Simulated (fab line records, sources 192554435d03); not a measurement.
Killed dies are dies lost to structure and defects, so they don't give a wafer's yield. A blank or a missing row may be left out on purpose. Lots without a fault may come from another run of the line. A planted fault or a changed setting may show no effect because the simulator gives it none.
fab line records | flow n5_finfet
record lots=7 wafers=39
route steps=1938 shown BEOL_M12@1639 BEOL_M14@1753
start_h: hours from the record's first day to the start of the lot's first wafer shown | wait_h: hours since the lot's step before | " the same as in the row above | L1.1+2: a row that stands for several wafers | - no value, or no start given | * or withheld: withheld | < > ~ a bound
route shown NAME@n: a module of which the file shows steps, and the number in the route of the first | usual: mean/standard deviation of fault-free wafers | same: alike in all rows | chamber/n: place in a boat | sites: the reading at each site | _std_site: their standard deviation | _edge_site: outer sites' mean less inner sites' | radius_mm: how far each site lies from the wafer's centre | mask NAME#n: copy n | behind: the tool/chamber that last shaped the wafer | hold: why the lot was held/for how many hours/how that ended | device: the transistor (n, p or np) that didn't switch | end of line: the same wafers' tests at the end of the route | a step without rows: its recipe alone | killed: dies lost to structure and defects at the first sort, not the wafer's yield | map: a wafer's dies, x killed, . not, _ none there
set.NAME: the setting as run; set.NAME@STEP: as run at that earlier step | model.NAME: the simulator's own value behind a step, which no gauge read
lots whose settings were changed on purpose; a table a step, a row a wafer
## steps
# step N5_BEOL_M12_TRENCH_ETCH_34
# recipe chemistry=C4F8/O2/Ar target=SiOC target_depth_a=3189.5 mask_material=SOC pressure_mtorr=30 source_w=3000 bias_w=700 Ar_flow_sccm=400 C4F8_flow_sccm=15 O2_flow_sccm=8 he_inner_torr=15 he_outer_torr=30 time_s=125.5 ion_energy_ev=250
# columns lot.wafer tool chamber start_h wait_h set.time_s model.etch.depth_nm
L075.1 rie_diel-01 2 229.23 0.0 125.5 323.9
L075.2 " 0 " " 147.4 380.7
L075.3 " 2 " " 147.4 381.4
L075.4 " 0 " " 125.5 324.1
L075.5 " 2 " " 147.4 380.9
L075.6 " 0 " " 125.5 325.6
L076.1 rie_diel-03 0 232.80 0.0 125.5 319.9
L076.2 " 3 " " 63.51 164.4
L076.3 " 1 " " 63.51 161
L076.4 " 2 " " 125.5 323.2
L076.5 " 0 " " 63.51 162.3
L076.6 " 3 " " 125.5 327.9
L084.1 rie_diel-04 0 307.29 0.0 168.2 421.2
L084.2 " 2 " " 125.5 323.2
L084.3 " 1 " " 168.2 428.9
L084.4 " 1 " " 168.2 426.4
L084.5 " 2 " " 125.5 322.8
L084.6 " 0 " " 125.5 314.2
L091.2 rie_diel-04 2 354.29 0.0 125.5 322.6
L091.5 " 0 " " 125.5 316.7
L091.6 " 3 " " 125.5 327.2
L095.1 rie_diel-04 0 371.54 0.0 61.68 155.9
L095.2 " 2 " " 125.5 324.4
L095.3 " 1 " " 61.68 157.4
L095.4 " 1 " " 125.5 319.7
L095.5 " 2 " " 125.5 323.5
L095.6 " 0 " " 61.68 154.3
L096.1 rie_diel-04 1 372.02 0.0 125.5 320.1
L096.2 " 0 " " 92.99 234
L096.3 " 2 " " 125.5 319.8
L096.4 " 1 " " 92.99 236.3
L096.5 " 0 " " 125.5 315.3
L096.6 " 2 " " 92.99 237.6
L097.1 rie_diel-04 0 377.40 0.0 89.13 223.4
L097.2 " 1 " " 125.5 320
L097.3 " 2 " " 89.13 229.7
L097.4 " 1 " " 125.5 319.9
L097.5 " 2 " " 125.5 321.9
L097.6 " 0 " " 89.13 223.6
# step N5_BEOL_M12_STRIP_70
# recipe chemistry=C4F8/O2/Ar resist=SiARC rf_frequency_hz=6e+07
# step N5_BEOL_M12_OCD_MEAS_35
# usual trench_depth_nm=320/3.9
# columns lot.wafer tool chamber start_h wait_h set.time_s@BEOL_M12_TRENCH_ETCH_34 trench_depth_nm
L075.1 ocd-01 - 229.44 0.0 125.5 324
L075.2 " - " " 147.4 381
L075.3 " - " " 147.4 381
L075.4 " - " " 125.5 325
L075.5 " - " " 147.4 380
L075.6 " - " " 125.5 326
L076.1 ocd-02 - 232.95 0.0 125.5 -
L076.2 " - " " 63.51 164
L076.3 " - " " 63.51 -
L076.4 " - " " 125.5 -
L076.5 " - " " 63.51 -
L076.6 " - " " 125.5 -
L084.1 ocd-01 - 307.44 0.0 168.2 -
L084.2 " - " " 125.5 -
L084.3 " - " " 168.2 429
L084.4 " - " " 168.2 426
L084.5 " - " " 125.5 323
L084.6 " - " " 125.5 -
L091.2 ocd-02 - 354.44 0.0 125.5 322
L091.5 " - " " 125.5 316
L091.6 " - " " 125.5 328
L095.1 ocd-02 - 371.69 0.0 61.68 156
L095.2 " - " " 125.5 324
L095.3 " - " " 61.68 157
L095.4 " - " " 125.5 320
L095.5 " - " " 125.5 324
L095.6 " - " " 61.68 154
L096.1 ocd-01 - 372.18 0.0 125.5 -
L096.2 " - " " 92.99 -
L096.3 " - " " 125.5 320
L096.4 " - " " 92.99 236
L096.5 " - " " 125.5 316
L096.6 " - " " 92.99 -
L097.1 ocd-02 - 377.56 0.0 89.13 223
L097.2 " - " " 125.5 320
L097.3 " - " " 89.13 230
L097.4 " - " " 125.5 320
L097.5 " - " " 125.5 322
L097.6 " - " " 89.13 224
# step N5_BEOL_M12_STRIP_37
# recipe chemistry=N2/H2 power_w=1000 temp_c=250 h2_frac=0.65 overash_fraction=0.3 pressure_mtorr=withheld n2_flow_sccm=1750 h2_flow_sccm=3250
# step N5_BEOL_M12_ETCH_38
# recipe chemistry=CF4/N2 target=SiCN target_depth_a=687 taper_deg=2 time_s=73.4 ion_energy_ev=150 mask_material=SiO2 pressure_mtorr=40 source_w=430 bias_w=70 Ar_flow_sccm=100 cf4_flow_sccm=60 n2_flow_sccm=60
# step N5_BEOL_M12_ECD_47
# recipe material=Cu target_thk_a=7200
# step N5_BEOL_M12_ANNEAL_48
# recipe temp_c=225 time_s=90 ambient=N2
# step N5_BEOL_M12_CMP_49
# recipe stop_on=SiOC t_overpolish_s=20.6 down_force_psi=1 platen_rpm=50 clearing_platen_down_force_psi=1.5 clearing_platen_rpm=50 post_cmp_clean=cu_alkaline target_thk_nm=320 clearing_platen_pad_velocity_m_s=0.99484 pad_velocity_m_s=0.99484
# columns lot.wafer tool chamber start_h wait_h set.time_s@BEOL_M12_TRENCH_ETCH_34 model.Cu_of_BEOL_M12_ECD_47.thk_nm
L075.2 cmp-01 3 231.22 0.2 147.4 380.8
L075.1 " 0 " " 125.5 322.6
L075.4 " 1 " " 125.5 325.2
L075.3 " 2 " " 147.4 382.6
L075.5 " 3 " " 147.4 381.4
L075.6 " 0 " " 125.5 326
L076.4 cmp-04 0 237.64 0.1 125.5 324.8
L076.3 " 1 " " 63.51 163.6
L076.1 " 2 " " 125.5 319.6
L076.2 " 3 " " 63.51 165.2
L076.5 " 0 " " 63.51 162.6
L076.6 " 1 " " 125.5 330.6
L084.1 cmp-04 3 310.13 0.5 168.2 421
L084.3 " 0 " " 168.2 429.8
L084.4 " 1 " " 168.2 428.4
L084.2+5 " 2,0 " " 125.5 323.4
L084.6 " 3 " " 125.5 315.6
L091.2 cmp-01 0 357.06 0.2 125.5 323.8
L091.5 " 0 " " 125.5 316.8
L091.6 " 1 " " 125.5 328
L095.1 cmp-04 1 374.64 0.3 61.68 158.4
L095.2 " 2 " " 125.5 324.6
L095.4 " 3 " " 125.5 321.6
L095.3 " 0 " " 61.68 160.2
L095.5 " 1 " " 125.5 327
L095.6 " 2 " " 61.68 154.4
L096.3 cmp-02 3 375.19 0.2 125.5 321
L096.4 " 0 " " 92.99 237
L096.2 " 1 " " 92.99 236.8
L096.1 " 2 " " 125.5 321.6
L096.6 " 3 " " 92.99 238.8
L096.5 " 0 " " 125.5 315.4
L097.3 cmp-04 2 383.61 0.2 89.13 229.6
L097.1 " 3 " " 89.13 224
L097.2 " 0 " " 125.5 321.4
L097.4 " 1 " " 125.5 322.2
L097.6 " 2 " " 89.13 223.8
L097.5 " 3 " " 125.5 322
# step N5_BEOL_M12_THK_MEAS_50
# recipe thk_meas_gauge=xrf reads=Cu_of_BEOL_M12_ECD_47
# usual M12_THK=330/5
# columns lot.wafer tool chamber start_h wait_h set.time_s@BEOL_M12_TRENCH_ETCH_34 M12_THK[nm]
L075.1 film_metro-02 - 231.51 - 125.5 332
L075.2 " - " " 147.4 394
L075.3 " - " " 147.4 398
L075.4 " - " " 125.5 335
L075.5 " - " " 147.4 395
L075.6 " - " " 125.5 337
L076.1 film_metro-02 - 237.94 - 125.5 -
L076.2 " - " " 63.51 170
L076.3 " - " " 63.51 -
L076.4 " - " " 125.5 -
L076.5 " - " " 63.51 -
L076.6 " - " " 125.5 -
L084.1 film_metro-01 - 310.43 - 168.2 -
L084.2 " - " " 125.5 -
L084.3 " - " " 168.2 444
L084.4 " - " " 168.2 442
L084.5 " - " " 125.5 331
L084.6 " - " " 125.5 -
L091.2 film_metro-02 - 357.36 - 125.5 330
L091.5 " - " " 125.5 321
L091.6 " - " " 125.5 335
L095.1 film_metro-01 - 374.93 - 61.68 162
L095.2 " - " " 125.5 334
L095.3 " - " " 61.68 163
L095.4 " - " " 125.5 331
L095.5 " - " " 125.5 335
L095.6 " - " " 61.68 158
L096.1 film_metro-01 - 375.48 - 125.5 -
L096.2 " - " " 92.99 -
L096.3 " - " " 125.5 328
L096.4 " - " " 92.99 242
L096.5 " - " " 125.5 322
L096.6 " - " " 92.99 -
L097.1 film_metro-02 - 383.90 - 89.13 227
L097.2 " - " " 125.5 326
L097.3 " - " " 89.13 232
L097.4 " - " " 125.5 328
L097.5 " - " " 125.5 327
L097.6 " - " " 89.13 227
# step N5_BEOL_M12_PRE_CLEAN_52
# recipe gas=NH3 time_s=15 temp_c=withheld rf_power_w=300
# step N5_BEOL_M12_DEP_53
# recipe material=SiCN target_thk_a=300 temp_c=withheld precursor=3MS/NH3 pressure_torr=3 rf_w=675 time_s=10.5
# step N5_BEOL_M12_RS_MEAS_54
# recipe thk_meas_gauge=four-point-probe reads=Cu_of_BEOL_M12_ECD_47+Ta_of_BEOL_M12_SPUTTER_44+TaN_of_BEOL_M12_SPUTTER_43
# usual M12_RS=0.0598/0.00079
# columns lot.wafer tool chamber start_h wait_h set.time_s@BEOL_M12_TRENCH_ETCH_34 M12_RS[ohm/sq]
L075.1 film_metro-01 - 231.65 0.1 125.5 0.0597
L075.2 " - " " 147.4 0.0502
L075.3 " - " " 147.4 0.0499
L075.4 " - " " 125.5 0.0589
L075.5 " - " " 147.4 0.0501
L075.6 " - " " 125.5 0.0589
L076.1 film_metro-01 - 238.07 0.0 125.5 -
L076.2 " - " " 63.51 0.1215
L076.3 " - " " 63.51 -
L076.4 " - " " 125.5 -
L076.5 " - " " 63.51 -
L076.6 " - " " 125.5 -
L084.1 film_metro-01 - 310.55 0.0 168.2 -
L084.2 " - " " 125.5 -
L084.3 " - " " 168.2 0.0442
L084.4 " - " " 168.2 0.0444
L084.5 " - " " 125.5 0.0594
L084.6 " - " " 125.5 -
L091.2 film_metro-02 - 357.49 0.1 125.5 0.0594
L091.5 " - " " 125.5 0.0607
L091.6 " - " " 125.5 0.0585
L095.1 film_metro-01 - 375.06 0.0 61.68 0.1270
L095.2 " - " " 125.5 0.0590
L095.3 " - " " 61.68 0.1256
L095.4 " - " " 125.5 0.0598
L095.5 " - " " 125.5 0.0588
L095.6 " - " " 61.68 0.1309
L096.1 film_metro-02 - 375.61 0.0 125.5 -
L096.2 " - " " 92.99 -
L096.3 " - " " 125.5 0.0598
L096.4 " - " " 92.99 0.0825
L096.5 " - " " 125.5 0.0610
L096.6 " - " " 92.99 -
L097.1 film_metro-02 - 384.03 0.0 89.13 0.0875
L097.2 " - " " 125.5 0.0599
L097.3 " - " " 89.13 0.0852
L097.4 " - " " 125.5 0.0596
L097.5 " - " " 125.5 0.0599
L097.6 " - " " 89.13 0.0876
# step N5_BEOL_M14_TRENCH_ETCH_34
# recipe chemistry=C4F8/O2/Ar target=SiO2 target_depth_a=5566.5 mask_material=SOC he_inner_torr=15 he_outer_torr=30 time_s=126.9 ion_energy_ev=800 pressure_mtorr=20 source_w=1905 bias_w=2040 Ar_flow_sccm=400 C4F8_flow_sccm=16 O2_flow_sccm=12
# columns lot.wafer tool chamber start_h wait_h set.time_s model.etch.depth_nm
L075.1 rie_diel-04 0 241.05 0.0 126.9 550.9
L075.2 " 2 " " 182 813.3
L075.3 " 1 " " 182 817
L075.4 " 3 " " 126.9 559.7
L075.5 " 1 " " 126.9 565
L075.6 " 2 " " 182 815.8
L076.1 rie_diel-04 0 247.66 0.0 126.9 550.3
L076.2 " 1 " " 192.2 849
L076.3 " 2 " " 192.2 860.3
L076.4 " 3 " " 192.2 848.3
L076.5 " 1 " " 126.9 563.3
L076.6 " 0 " " 126.9 551.9
L084.1 rie_diel-04 3 319.19 0.0 126.9 578.8
L084.2 " 0 " " 126.9 546
L084.3 " 1 " " 76.61 337
L084.4 " 2 " " 76.61 343
L084.5 " 3 " " 126.9 582.5
L084.6 " 0 " " 76.61 327.1
L091.2 rie_diel-03 0 365.56 0.0 126.9 552.3
L091.5 " 1 " " 126.9 533.4
L091.6 " 0 " " 126.9 554
L095.1 rie_diel-03 3 381.45 0.0 192 855.6
L095.2 " 2 " " 126.9 557.9
L095.3 " 0 " " 126.9 550.7
L095.4 " 2 " " 192 838.4
L095.5 " 0 " " 192 824.3
L095.6 " 3 " " 126.9 567.3
L096.1 rie_diel-01 2 386.53 0.0 126.9 549.2
L096.2 " 3 " " 126.9 564.3
L096.3 " 1 " " 126.9 573.3
L096.4 " 0 " " 167.6 722.8
L096.5 " 3 " " 167.6 745.5
L096.6 " 0 " " 167.6 719.4
L097.1 rie_diel-03 0 392.34 0.0 163.6 703
L097.2 " 1 " " 126.9 527.4
L097.3 " 3 " " 163.6 727.8
L097.4 " 0 " " 163.6 706.3
L097.5 " 1 " " 126.9 525.9
L097.6 " 3 " " 126.9 562.6
# step N5_BEOL_M14_STRIP_70
# recipe chemistry=C4F8/O2/Ar resist=SiARC rf_frequency_hz=6e+07
# step N5_BEOL_M14_OCD_MEAS_35
# usual trench_depth_nm=557/13
# columns lot.wafer tool chamber start_h wait_h set.time_s@BEOL_M14_TRENCH_ETCH_34 trench_depth_nm
L075.1 ocd-01 - 241.20 0.0 126.9 551
L075.2 " - " " 182 813
L075.3 " - " " 182 818
L075.4 " - " " 126.9 559
L075.5 " - " " 126.9 565
L075.6 " - " " 182 816
L076.1 ocd-02 - 247.82 0.0 126.9 -
L076.2 " - " " 192.2 849
L076.3 " - " " 192.2 -
L076.4 " - " " 192.2 -
L076.5 " - " " 126.9 -
L076.6 " - " " 126.9 -
L084.1 ocd-02 - 319.34 0.0 126.9 -
L084.2 " - " " 126.9 -
L084.3 " - " " 76.61 337
L084.4 " - " " 76.61 344
L084.5 " - " " 126.9 582
L084.6 " - " " 76.61 -
L091.2 ocd-02 - 365.71 0.0 126.9 553
L091.5 " - " " 126.9 534
L091.6 " - " " 126.9 554
L095.1 ocd-01 - 381.60 0.0 192 856
L095.2 " - " " 126.9 558
L095.3 " - " " 126.9 551
L095.4 " - " " 192 839
L095.5 " - " " 192 824
L095.6 " - " " 126.9 567
L096.1 ocd-02 - 386.69 0.0 126.9 -
L096.2 " - " " 126.9 -
L096.3 " - " " 126.9 573
L096.4 " - " " 167.6 723
L096.5 " - " " 167.6 745
L096.6 " - " " 167.6 -
L097.1 ocd-02 - 392.49 0.0 163.6 704
L097.2 " - " " 126.9 528
L097.3 " - " " 163.6 727
L097.4 " - " " 163.6 706
L097.5 " - " " 126.9 526
L097.6 " - " " 126.9 562
# step N5_BEOL_M14_STRIP_37
# recipe chemistry=O2 power_w=600 temp_c=60 pressure_mtorr=30 rf_frequency_hz=6e+07 bias_power_w=0 overash_fraction=0.3 o2_flow_sccm=225
# step N5_BEOL_M14_ETCH_38
# recipe chemistry=CF4/N2 target=SiCN target_depth_a=1065 taper_deg=2 time_s=120.6 ion_energy_ev=150 mask_material=SiO2 pressure_mtorr=40 source_w=430 bias_w=70 Ar_flow_sccm=100 cf4_flow_sccm=60 n2_flow_sccm=60
# step N5_BEOL_M14_ECD_47
# recipe material=Cu target_thk_a=12480
# step N5_BEOL_M14_ANNEAL_48
# recipe temp_c=225 time_s=90 ambient=N2
# step N5_BEOL_M14_CMP_49
# recipe stop_on=SiO2 t_overpolish_s=5.2 down_force_psi=2 platen_rpm=80 clearing_platen_down_force_psi=2 clearing_platen_rpm=80 post_cmp_clean=cu_alkaline target_thk_nm=560 clearing_platen_pad_velocity_m_s=1.5917 pad_velocity_m_s=1.5917
# columns lot.wafer tool chamber start_h wait_h set.time_s@BEOL_M14_TRENCH_ETCH_34 model.Cu_of_BEOL_M14_ECD_47.thk_nm
L075.1 cmp-01 0 245.30 0.3 126.9 552.4
L075.2 " 1 " " 182 815.4
L075.3 " 2 " " 182 820.6
L075.4 " 3 " " 126.9 562.2
L075.5 " 0 " " 126.9 567.2
L075.6 " 1 " " 182 819
L076.1 cmp-01 0 258.81 0.3 126.9 554.2
L076.4 " 1 " " 192.2 852.2
L076.2 " 2 " " 192.2 853.8
L076.3 " 3 " " 192.2 864
L076.5 " 0 " " 126.9 566
L076.6 " 1 " " 126.9 554.4
L084.3 cmp-02 0 325.01 0.2 76.61 339.6
L084.4 " 1 " " 76.61 348.2
L084.2 " 2 " " 126.9 550.4
L084.1 " 3 " " 126.9 584.2
L084.6 " 0 " " 76.61 330.2
L084.5 " 1 " " 126.9 588.2
L091.2 cmp-03 2 367.48 0.2 126.9 556.2
L091.6 " 2 " " 126.9 560
L091.5 " 3 " " 126.9 537.8
L095.2 cmp-02 3 383.74 0.3 126.9 560.2
L095.4 " 0 " " 192 840.2
L095.3 " 1 " " 126.9 555.6
L095.1 " 2 " " 192 858.2
L095.6 " 3 " " 126.9 570
L095.5 " 0 " " 192 824.6
L096.4 cmp-02 2 390.81 0.1 167.6 725.4
L096.3 " 3 " " 126.9 576
L096.2 " 0 " " 126.9 565.8
L096.1 " 1 " " 126.9 553.4
L096.6 " 2 " " 167.6 723.2
L096.5 " 3 " " 167.6 748.2
L097.2 cmp-01 2 394.27 0.2 126.9 532.8
L097.4 " 3 " " 163.6 711.2
L097.1 " 0 " " 163.6 707.2
L097.3 " 1 " " 163.6 732.8
L097.5 " 2 " " 126.9 531.6
L097.6 " 3 " " 126.9 567.6
# step N5_BEOL_M14_THK_MEAS_50
# recipe thk_meas_gauge=xrf reads=Cu_of_BEOL_M14_ECD_47
# usual M14_THK=578/14
# columns lot.wafer tool chamber start_h wait_h set.time_s@BEOL_M14_TRENCH_ETCH_34 M14_THK[nm]
L075.1 film_metro-01 - 245.59 - 126.9 561
L075.2 " - " " 182 835
L075.3 " - " " 182 839
L075.4 " - " " 126.9 569
L075.5 " - " " 126.9 575
L075.6 " - " " 182 841
L076.1 film_metro-01 - 259.10 - 126.9 -
L076.2 " - " " 192.2 879
L076.3 " - " " 192.2 -
L076.4 " - " " 192.2 -
L076.5 " - " " 126.9 -
L076.6 " - " " 126.9 -
L084.1 film_metro-01 - 325.31 - 126.9 -
L084.2 " - " " 126.9 -
L084.3 " - " " 76.61 349
L084.4 " - " " 76.61 359
L084.5 " - " " 126.9 614
L084.6 " - " " 76.61 -
L091.2 film_metro-01 - 367.77 - 126.9 580
L091.5 " - " " 126.9 559
L091.6 " - " " 126.9 582
L095.1 film_metro-01 - 384.04 - 192 906
L095.2 " - " " 126.9 579
L095.3 " - " " 126.9 577
L095.4 " - " " 192 882
L095.5 " - " " 192 861
L095.6 " - " " 126.9 591
L096.1 film_metro-01 - 391.11 - 126.9 -
L096.2 " - " " 126.9 -
L096.3 " - " " 126.9 597
L096.4 " - " " 167.6 759
L096.5 " - " " 167.6 781
L096.6 " - " " 167.6 -
L097.1 film_metro-01 - 394.57 - 163.6 735
L097.2 " - " " 126.9 551
L097.3 " - " " 163.6 763
L097.4 " - " " 163.6 739
L097.5 " - " " 126.9 552
L097.6 " - " " 126.9 586
# step N5_BEOL_M14_PRE_CLEAN_52
# recipe gas=NH3 time_s=15 temp_c=withheld rf_power_w=300
# step N5_BEOL_M14_DEP_53
# recipe material=SiCN target_thk_a=500 temp_c=withheld precursor=3MS/NH3 pressure_torr=3 rf_w=675 time_s=17.8
# step N5_BEOL_M14_RS_MEAS_54
# recipe thk_meas_gauge=four-point-probe reads=Cu_of_BEOL_M14_ECD_47+Ta_of_BEOL_M14_SPUTTER_44+TaN_of_BEOL_M14_SPUTTER_43
# usual M14_RS=0.0333/0.00078
# columns lot.wafer tool chamber start_h wait_h set.time_s@BEOL_M14_TRENCH_ETCH_34 M14_RS[ohm/sq]
L075.1 film_metro-01 - 245.72 0.0 126.9 0.0337
L075.2 " - " " 182 0.0227
L075.3 " - " " 182 0.0225
L075.4 " - " " 126.9 0.0331
L075.5 " - " " 126.9 0.0328
L075.6 " - " " 182 0.0226
L076.1 film_metro-02 - 259.23 0.0 126.9 -
L076.2 " - " " 192.2 0.0216
L076.3 " - " " 192.2 -
L076.4 " - " " 192.2 -
L076.5 " - " " 126.9 -
L076.6 " - " " 126.9 -
L084.1 film_metro-02 - 325.44 0.0 126.9 -
L084.2 " - " " 126.9 -
L084.3 " - " " 76.61 0.0557
L084.4 " - " " 76.61 0.0543
L084.5 " - " " 126.9 0.0316
L084.6 " - " " 76.61 -
L091.2 film_metro-02 - 367.90 0.1 126.9 0.0335
L091.5 " - " " 126.9 0.0347
L091.6 " - " " 126.9 0.0332
L095.1 film_metro-02 - 384.17 0.0 192 0.0215
L095.2 " - " " 126.9 0.0332
L095.3 " - " " 126.9 0.0335
L095.4 " - " " 192 0.0220
L095.5 " - " " 192 0.0224
L095.6 " - " " 126.9 0.0326
L096.1 film_metro-01 - 391.24 0.0 126.9 -
L096.2 " - " " 126.9 -
L096.3 " - " " 126.9 0.0323
L096.4 " - " " 167.6 0.0255
L096.5 " - " " 167.6 0.0248
L096.6 " - " " 167.6 -
L097.1 film_metro-01 - 394.70 0.0 163.6 0.0262
L097.2 " - " " 126.9 0.0350
L097.3 " - " " 163.6 0.0253
L097.4 " - " " 163.6 0.0260
L097.5 " - " " 126.9 0.0350
L097.6 " - " " 126.9 0.0328
## key
split step=N5_BEOL_M12_TRENCH_ETCH_34 setting=time_s stated=125.5 by=wafer
response step=N5_BEOL_M12_TRENCH_ETCH_34 reading=model.etch.depth_nm change=+3.24 per=1% r=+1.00
response step=N5_BEOL_M12_OCD_MEAS_35 reading=trench_depth_nm change=+3.24 per=1% r=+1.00
response step=N5_BEOL_M12_CMP_49 reading=model.Cu_of_BEOL_M12_ECD_47.thk_nm change=+3.24 per=1% r=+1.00
response step=N5_BEOL_M12_THK_MEAS_50 reading=M12_THK change=+3.38 per=1% r=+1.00
response step=N5_BEOL_M12_RS_MEAS_54 reading=M12_RS change=-0.00108 per=1% r=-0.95
split step=N5_BEOL_M14_TRENCH_ETCH_34 setting=time_s stated=126.9 by=wafer
response step=N5_BEOL_M14_TRENCH_ETCH_34 reading=model.etch.depth_nm change=+5.71 per=1% r=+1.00
response step=N5_BEOL_M14_OCD_MEAS_35 reading=trench_depth_nm change=+5.71 per=1% r=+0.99
response step=N5_BEOL_M14_CMP_49 reading=model.Cu_of_BEOL_M14_ECD_47.thk_nm change=+5.71 per=1% r=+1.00
response step=N5_BEOL_M14_THK_MEAS_50 reading=M14_THK change=+6.06 per=1% r=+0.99
response step=N5_BEOL_M14_RS_MEAS_54 reading=M14_RS change=-0.000275 per=1% r=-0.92
